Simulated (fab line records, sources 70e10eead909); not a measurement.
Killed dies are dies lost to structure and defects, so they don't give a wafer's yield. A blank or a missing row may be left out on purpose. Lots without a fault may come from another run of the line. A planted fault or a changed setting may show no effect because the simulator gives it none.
fab line records | flow nand_harc
record lots=7 wafers=19 last_day=35
route steps=1302 shown A_CONTACT@1089 END@1302
lots that met no fault: from a run of the same line without faults
start_h: hours from the record's first day to the start of the lot's first wafer shown | wait_h: hours since the lot's step before | " the same as in the row above | L1.1+2: a row that stands for several wafers | - no value, or no start given | * or withheld: withheld | < > ~ a bound
route shown NAME@n: a module of which the file shows steps, and the number in the route of the first | usual: mean/standard deviation of fault-free wafers | same: alike in all rows | chamber/n: place in a boat | sites: the reading at each site | _std_site: their standard deviation | _edge_site: outer sites' mean less inner sites' | radius_mm: how far each site lies from the wafer's centre | mask NAME#n: copy n | behind: the tool/chamber that last shaped the wafer | hold: why the lot was held/for how many hours/how that ended | device: the transistor (n, p or np) that didn't switch | end of line: the same wafers' tests at the end of the route | a step without rows: its recipe alone | killed: dies lost to structure and defects at the first sort, not the wafer's yield | map: a wafer's dies, x killed, . not, _ none there
set.NAME: the setting as run; set.NAME@STEP: as run at that earlier step | model.NAME: the simulator's own value behind a step, which no gauge read
lots at some steps of the route; a table a step, a row a wafer
services: from which hour (start_h, from the record's first day; less than 0 if before it) a tool's chamber was out of use, for how many hours, and why
## steps
# step NHARC_A_CONTACT_ETCH_137
# recipe source_w=withheld pressure_mtorr=20 bias_v=1200 time_s=311 target_depth_a=19120 ar_flow_sccm=withheld c4f8_flow_sccm=withheld o2_flow_sccm=withheld chemistry=C4F8/O2/Ar
# columns lot.wafer tool chamber start_h wait_h rf_hours_counter_h
L418.2 har_cap_etch-03 1 529.45 0.2 52
L418.3 " 1 " " -
L418.6 " 1 " " -
L420.1 har_cap_etch-02 1 537.41 0.2 91
L420.2 " 0 " " 91
L420.5 " 0 " " -
L426.6 har_cap_etch-01 1 605.42 0.2 -
L426.5 " 0 " " -
L428.1 har_cap_etch-01 1 618.80 0.2 23
L428.4 " 0 " " -
L428.5 " 1 " " -
L430.3 har_cap_etch-02 1 642.15 0.2 -
L430.6 " 0 " " -
L432.4 har_cap_etch-03 0 655.66 0.2 -
L432.6 " 1 " " -
L432.5 " 0 " " -
L440.1 har_cap_etch-03 1 768.42 0.2 93
L440.4 " 0 " " -
L440.6 " 1 " " -
# step NHARC_A_CONTACT_ETCH_138
# recipe source_w=withheld pressure_mtorr=20 bias_v=1200 time_s=311 target_depth_a=19140 ar_flow_sccm=withheld c4f8_flow_sccm=withheld o2_flow_sccm=withheld chemistry=C4F8/O2/Ar
# columns lot.wafer tool chamber start_h wait_h rf_hours_counter_h
L418.2 har_cap_etch-03 1 529.73 0.2 52
L418.3 " 1 " " -
L418.6 " 1 " " -
L420.1 har_cap_etch-02 1 537.68 0.2 91
L420.2 " 0 " " 91
L420.5 " 0 " " -
L426.6 har_cap_etch-01 1 605.69 0.2 -
L426.5 " 0 " " -
L428.1 har_cap_etch-01 1 619.08 0.2 23
L428.4 " 0 " " -
L428.5 " 1 " " -
L430.3 har_cap_etch-02 1 642.43 0.2 -
L430.6 " 0 " " -
L432.4 har_cap_etch-03 0 655.93 0.2 -
L432.6 " 1 " " -
L432.5 " 0 " " -
L440.1 har_cap_etch-03 1 768.69 0.2 93
L440.4 " 0 " " -
L440.6 " 1 " " -
# step NHARC_A_CONTACT_ETCH_139
# recipe source_w=withheld pressure_mtorr=20 bias_v=400 time_s=195 target_depth_a=8400 ar_flow_sccm=withheld c4f8_flow_sccm=11.5 o2_flow_sccm=7.2 chemistry=C4F8/O2/Ar
# step NHARC_A_CONTACT_ETCH_92
# recipe target_depth_a=400 over_etch_frac=0.5 time_s=85.7 ion_energy_ev=120 ch3f_flow_sccm=50 o2_flow_sccm=30 ar_flow_sccm=200 rf_w=500 bias_w=100 chemistry=CH3F/O2
# step NHARC_A_CONTACT_ETCH_98
# recipe target_depth_a=200 over_etch_frac=0.5 time_s=10 ion_energy_ev=250 c4f6_flow_sccm=25 o2_flow_sccm=20 ar_flow_sccm=500 rf_w=600 bias_w=500 chemistry=C4F6/O2
# usual bias_w=499.9/1.4 c4f6_flow_sccm=25.01/0.073 drypump_motor_current_A=5.8/0.51 oes_product_au=0.964/0.022 rf_vpp_V=546.6/2.8 showerhead_plenum_p_Torr=3.90/0.13 throttle_valve_pct=26.903/0.0097
# columns lot.wafer tool chamber start_h wait_h bias_w c4f6_flow_sccm drypump_motor_current_A oes_product_au rf_hours_counter_h rf_vpp_V showerhead_plenum_p_Torr throttle_valve_pct
L418.2 rie_diel-01 3 530.72 0.1 498.1 25.02 5.6 0.975 26 542.3 3.74 26.896
L418.3 " 1 " " 497.5 25.00 5.3 0.962 29 550.2 3.98 26.906
L418.6 " 1 " " 498.8 24.99 5.3 0.971 - 548.7 3.98 26.887
L420.1 rie_diel-01 1 538.91 0.4 500.1 25.02 5.3 0.958 32 547.4 3.98 26.907
L420.2 " 3 " " 500.7 25.22 5.5 0.985 29 544.5 3.74 26.893
L420.5 " 1 " " 501.2 24.99 5.3 0.974 - 547.9 3.98 26.896
L426.6 rie_diel-04 3 - - 501.4 25.12 6.2 0.967 - 549.2 3.96 26.915
L426.5 " 0 " " 499.0 24.97 4.6 0.952 - 552.9 4.14 26.914
L428.1 rie_diel-01 3 620.08 0.1 500.6 25.03 5.5 0.971 9 544.4 3.73 26.908
L428.5 " 2 " " 498.7 24.95 5.9 0.972 - 548.6 4.05 26.896
L428.4 " 3 " " 499.7 25.01 5.5 0.970 - 543.5 3.73 26.888
L430.3 rie_diel-01 1 - - 499.2 25.14 5.3 0.947 7 548.3 3.97 26.906
L430.6 " 3 " " 502.3 25.12 5.5 0.941 - 542.0 3.73 26.912
L432.4 rie_diel-01 1 - - 499.0 25.09 5.3 0.948 9 547.9 3.97 26.904
L432.6 " 1 " " 501.3 25.06 5.3 0.948 - 548.1 3.97 26.906
L432.5 " 2 " " 498.6 25.12 5.9 0.949 - 549.5 4.05 26.895
L440.1 rie_diel-04 3 769.65 0.2 499.7 25.08 6.2 0.943 16 547.3 3.93 26.904
L440.4 " 1 " " 500.8 25.00 5.0 0.959 - 552.6 4.21 26.899
L440.6 " 0 " " 502.8 25.03 4.6 0.951 - 551.0 4.10 26.923
# step NHARC_A_CONTACT_CD_MEAS_15
# usual cd_nm=189.9/0.47
# columns lot.wafer tool chamber start_h wait_h cd_nm
L418.2 cd_sem-01 - 530.81 - 190.5
L418.3 " - " " 190.6
L418.6 " - " " 190.1
L420.1 cd_sem-01 - 539.01 - 190.2
L420.2 " - " " 189.7
L420.5 " - " " 190.4
L426.5 cd_sem-01 - 606.62 - 189.7
L426.6 " - " " 190.4
L428.1 cd_sem-02 - 620.16 - 190.0
L428.4 " - " " 189.4
L428.5 " - " " 189.4
L430.3 cd_sem-02 - 643.39 - 189.4
L430.6 " - " " 189.3
L432.4 cd_sem-03 - 656.85 - 189.2
L432.5 " - " " 189.8
L432.6 " - " " 189.1
L440.1 cd_sem-01 - 769.73 - 190.3
L440.4 " - " " 190.1
L440.6 " - " " 190.0
# step NHARC_A_CONTACT_STRIP_107
# recipe n2_flow_sccm=150 h2_flow_sccm=150 ar_flow_sccm=0 bias_w=0 chemistry=N2/H2
# step NHARC_A_CONTACT_STRIP_108
# recipe cf4_flow_sccm=100 chf3_flow_sccm=30 ar_flow_sccm=0 bias_w=0 chemistry=CF4/CHF3
# step NHARC_A_CONTACT_STRIP_109
# recipe o2_flow_sccm=400 cos_flow_sccm=20 ar_flow_sccm=0 bias_w=0 chemistry=O2/COS
# step NHARC_A_CONTACT_ETCH_110
# recipe target_depth_a=600 overetch_a=60 time_s=33 ion_energy_ev=100 cf4_flow_sccm=80 o2_flow_sccm=20 ar_flow_sccm=0 rf_w=300 bias_w=100 chemistry=CF4/O2
# usual bias_w=100.01/0.29 drypump_motor_current_A=5.7/0.54 oes_product_au=1.003/0.0079 rf_vpp_V=197.4/1.3 showerhead_plenum_p_Torr=1.32/0.053 throttle_valve_pct=13.398/0.0084
# columns lot.wafer tool chamber start_h wait_h bias_w drypump_motor_current_A oes_product_au rf_hours_counter_h rf_vpp_V showerhead_plenum_p_Torr throttle_valve_pct
L418.2 rie_diel-04 0 531.11 0.1 100.06 4.6 0.985 56 199.2 1.42 13.406
L418.3 " 1 " " 99.95 4.9 0.991 54 197.0 1.24 13.382
L418.6 " 3 " " 99.96 6.2 0.999 - 199.3 1.35 13.392
L420.2 rie_diel-01 3 540.35 0.1 99.78 5.5 0.997 31 196.9 1.27 13.390
L420.1 " 1 " " 99.86 5.3 1.009 33 198.0 1.35 13.393
L420.5 " 1 " " 100.20 5.3 1.009 - 197.5 1.35 13.409
L426.5 rie_diel-04 0 607.05 0.1 99.77 4.6 1.003 - 199.0 1.41 13.377
L426.6 " 1 " " 99.92 4.9 1.002 - 196.4 1.24 13.398
L428.1 rie_diel-01 3 620.48 0.1 99.97 5.5 1.010 9 197.4 1.26 13.417
L428.5 " 3 " " 99.96 5.5 1.004 - 195.8 1.26 13.403
L428.4 " 0 " " 99.97 6.5 0.996 - 195.6 1.32 13.397
L430.3 rie_diel-01 3 643.68 0.1 100.47 5.5 1.012 11 196.9 1.26 13.408
L430.6 " 1 " " 99.91 5.3 1.008 - 197.3 1.35 13.384
L432.4 rie_diel-01 0 657.14 0.1 99.78 6.5 0.991 14 197.7 1.32 13.382
L432.5 " 2 " " 100.04 5.9 1.003 - 197.4 1.38 13.391
L432.6 " 3 " " 100.01 5.5 0.998 - 197.1 1.26 13.381
L440.1 rie_diel-01 0 770.07 0.1 99.76 6.5 0.991 6 197.6 1.32 13.404
L440.4 " 1 " " 100.10 5.3 1.003 5 197.7 1.35 13.399
L440.6 " 3 " " 100.13 5.5 1.002 - 195.9 1.26 13.401
# step NHARC_A_CONTACT_STRIP_26
# recipe o2_flow_sccm=500 ar_flow_sccm=0 bias_w=0 chemistry=O2
# step NHARC_A_CONTACT_STRIP_27
# recipe time_s=600 temp_c=30 chemistry=post_etch_residue_remover
# step NHARC_A_CONTACT_ALD_18
# recipe target_thk_a=30 pulse_time_s=1 ald_cycles=150 temp_c=450 material=TiN
# usual ald_cycles=150/0 heater_power_w=1135/120 precursor_pulse_height_rel=1.000/0.02
# columns lot.wafer tool chamber start_h wait_h ald_cycles heater_power_w precursor_pulse_height_rel since_wet_clean_h
L418.2 ald_metal-03 3 531.77 - 150 979 0.997 132
L418.3 " 0 " " 150 1076 1.008 132
L418.6 " 2 " " 150 1396 0.991 -
L420.1 ald_metal-03 1 541.06 - 150 1120 1.021 141
L420.2 " 0 " " 150 1040 0.980 141
L420.5 " 2 " " 150 1347 0.972 -
L426.5 ald_metal-03 1 607.80 - 143 1148 0.971 -
L426.6 " 2 " " 143 1334 0.971 -
L428.4 ald_metal-03 1 621.23 - 150 1141 1.003 43
L428.1 " 3 " " 150 1014 0.999 43
L428.5 " 1 " " 143 1152 0.963 -
L430.3 ald_metal-03 1 644.35 - 150 1156 1.029 66
L430.6 " 0 " " 143 1025 0.999 -
L432.4 ald_metal-02 1 657.79 - 150 1003 1.023 38
L432.6 " 1 " " 150 1010 1.005 -
L432.5 " 2 " " 150 993 1.028 -
L440.4 ald_metal-03 3 770.76 - 150 1001 1.028 15
L440.1 " 0 " " 150 1121 0.998 15
L440.6 " 2 " " 150 1330 1.028 -
# step NHARC_A_CONTACT_CVD_19
# recipe target_thk_a=3000 temp_c=300 pressure_torr=40 wf6_flow_sccm=40 h2_flow_sccm=1600 ar_flow_sccm=1560 time_s=802 material=W
# usual heater_power_w=483/18 throttle_valve_pct=7.91/0.17
# columns lot.wafer tool chamber start_h wait_h heater_power_w since_wet_clean_h throttle_valve_pct
L418.2 cvd_w-02 1 - - 474 69 7.74
L418.3 " 1 " " 458 - 7.81
L418.6 " 1 " " 465 - 8.23
L420.2 cvd_w-02 0 - - 476 78 7.92
L420.1 " 1 " " 469 78 8.12
L420.5 " 1 " " 462 - 8.13
L426.5 cvd_w-01 0 - - 492 - 7.64
L426.6 " 1 " " 510 - 7.88
L428.1 cvd_w-01 1 - - 503 61 7.99
L428.4 " 1 " " 503 - 7.86
L428.5 " 0 " " 476 - 7.81
L430.3 cvd_w-02 1 - - 468 - 7.74
L430.6 " 1 " " 479 - 7.73
L432.4 cvd_w-01 0 - - 487 - 7.97
L432.6 " 1 " " 512 - 7.84
L432.5 " 0 " " 492 - 8.00
L440.1 cvd_w-02 0 - - 460 127 7.50
L440.4 " 1 " " 480 - 7.75
L440.6 " 1 " " 469 - 8.09
# step NHARC_END_SORT_01
# recipe temp_c=25
# usual killed_at_array=44/16 killed_at_other=0.6/1.1 killed_at_periphery=3.9/2.6 killed_dies=48/16 killed_open=3.1/1.9 killed_short=2.4/1.8
# same gross_dies=677
# columns lot.wafer tool chamber start_h wait_h killed_at_array killed_at_other killed_at_periphery killed_dies killed_open killed_short
L418.2 prober-01 0 577.93 2.8 58 1 4 63 2 2
L418.3 prober-01 0 578.74 3.1 61 0 4 65 0 2
L418.6 prober-01 0 581.18 4.1 58 0 6 64 3 3
L426.5 prober-02 0 656.47 3.7 35 0 0 35 0 1
L426.6 prober-02 0 657.27 4.0 57 0 0 57 1 0
L428.5 prober-02 0 671.07 3.7 40 0 5 45 3 4
L432.4 prober-01 0 706.52 3.4 37 2 8 47 7 2
L432.5 prober-01 0 707.32 3.7 27 0 3 30 2 1
L432.6 prober-01 0 708.13 4.0 29 3 11 43 3 3
# killed by level:class
L418.2 A_CHANNEL_HOLE_D2:chamber_film_flake=27 A_CHANNEL_HOLE_D1:chamber_film_flake=18 A_WL_FILL:chamber_film_flake=4 A_DECK1_JOINT:chamber_film_flake=3 P_STI:chamber_film_flake=2 P_BONDPAD:chamber_film_flake=2 A_CONTACT:chamber_film_flake=2 A_CHANNEL_FILL_D2:geometric_particle:short=1
L418.3 A_CHANNEL_HOLE_D2:chamber_film_flake=30 A_CHANNEL_HOLE_D1:chamber_film_flake=17 A_WL_FILL:chamber_film_flake=8 A_DECK1_JOINT:geometric_particle:short=2 P_STI:chamber_film_flake=2 A_DECK1_JOINT:chamber_film_flake=2 P_M0:chamber_film_flake=1 P_BONDPAD:chamber_film_flake=1
L418.6 A_CHANNEL_HOLE_D2:chamber_film_flake=34 A_CHANNEL_HOLE_D1:chamber_film_flake=14 A_WL_FILL:chamber_film_flake=4 P_STI:chamber_film_flake=2 A_DECK1_JOINT:chamber_film_flake=2 P_GATE:geometric_particle:open=1 P_M0:geometric_particle:open=1 A_SOURCE_PLATE:geometric_particle:short=1
L426.5 A_CHANNEL_HOLE_D1:chamber_film_flake=21 A_CHANNEL_HOLE_D2:chamber_film_flake=8 A_CONTACT:chamber_film_flake=3 A_CONTACT:geometric_particle:short=1 A_STAIRCASE:chamber_film_flake=1 A_SLIT:chamber_film_flake=1
L426.6 A_CHANNEL_HOLE_D1:chamber_film_flake=39 A_CHANNEL_HOLE_D2:chamber_film_flake=8 A_CONTACT:chamber_film_flake=5 A_SLIT:chamber_film_flake=3 A_M0:geometric_particle:open=1 A_WL_FILL:chamber_film_flake=1
L428.5 A_CHANNEL_HOLE_D2:chamber_film_flake=11 A_SLIT:chamber_film_flake=11 A_STAIRCASE:chamber_film_flake=6 A_CONTACT:chamber_film_flake=4 A_SOURCE_PLATE:geometric_particle:short=2 P_ZERO_WELL:chamber_film_flake=2 P_GATE:geometric_particle:open=1 P_M0:geometric_particle:open=1
L432.4 A_SLIT:chamber_film_flake=15 P_CONTACT:chamber_film_flake=7 A_CHANNEL_HOLE_D1:chamber_film_flake=7 A_M0:geometric_particle:open=3 A_CONTACT:chamber_film_flake=3 A_ONON_D1:geometric_particle:open=2 A_DECK1_JOINT:chamber_film_flake=2 THIN_TSV:chamber_film_flake=2
L432.5 A_SLIT:chamber_film_flake=16 P_GATE:chamber_film_flake=2 A_CHANNEL_HOLE_D1:chamber_film_flake=2 A_CHANNEL_FILL_D2:chamber_film_flake=2 A_STAIRCASE:chamber_film_flake=2 A_CHANNEL_HOLE_D1:geometric_particle:open=1 A_DECK1_JOINT:geometric_particle:open=1 A_DECK1_JOINT:geometric_particle:short=1
L432.6 A_SLIT:chamber_film_flake=18 P_CONTACT:chamber_film_flake=7 P_ZERO_WELL:chamber_film_flake=3 A_CHANNEL_HOLE_D1:chamber_film_flake=3 THIN_TSV:chamber_film_flake=3 A_ONON_D2:geometric_particle:open=2 A_CHANNEL_FILL_D2:geometric_particle:short=1 A_BLC:geometric_particle:open=1
## services
# columns tool chamber start_h hours kind
cvd_w-01 0 528.53 10.4 repair
rie_diel-04 - 532.41 9.0 pm
ald_metal-03 - 547.24 0.9 repair
cvd_w-01 - 547.25 13.0 pm
rie_diel-01 - 558.11 9.0 pm
ald_metal-02 - 563.35 0.4 repair
ald_metal-03 - 568.00 10.0 pm
rie_diel-01 3 601.55 3.7 repair
rie_diel-01 1 604.61 18.3 repair
ald_metal-02 - 610.00 10.0 pm
cvd_w-02 - 631.00 13.0 pm
rie_diel-04 1 655.38 4.3 repair
cvd_w-01 0 663.87 12.2 repair
rie_diel-04 2 669.20 17.9 repair
cvd_w-01 0 688.15 7.4 repair
rie_diel-04 0 703.71 5.1 repair
rie_diel-04 - 709.41 9.0 pm
cvd_w-01 - 728.25 13.0 pm
rie_diel-01 - 735.11 9.0 pm
ald_metal-03 - 746.00 10.0 pm
rie_diel-01 - 753.80 0.9 repair
har_cap_etch-02 - 755.60 17.0 pm
ald_metal-03 - 762.09 1.2 repair
rie_diel-04 2 768.33 16.5 repair
## key
first_sign step=NHARC_A_CONTACT_ALD_18 reading=ald_cycles direction=down sigmas=99+ usual=150 struck=143
effect none on later readings
met_at NHARC_A_CONTACT_ALD_18
struck_wafers L426.5,L426.6,L428.5,L430.6
tester_left_out L426,L428,L430
onset_between 541.06 607.80
fault kind=process_parameter_drift tool=ald_metal-03 chamber=- onset_h=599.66 steps=NHARC_A_CONTACT_ALD_18 channel=ald_cycles offset=-7 shape=step end_h=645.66 scope=struck_wafers_only acts_in=these_recipes_only stated=150
# tester_left_out: of these lots the tester's yield and bins aren't shown, on N5 and GAA mostly nor the transistor test; their killed dies are dies lost to structure and defects alone, not to doping, threshold or leakage, so they don't give the yield
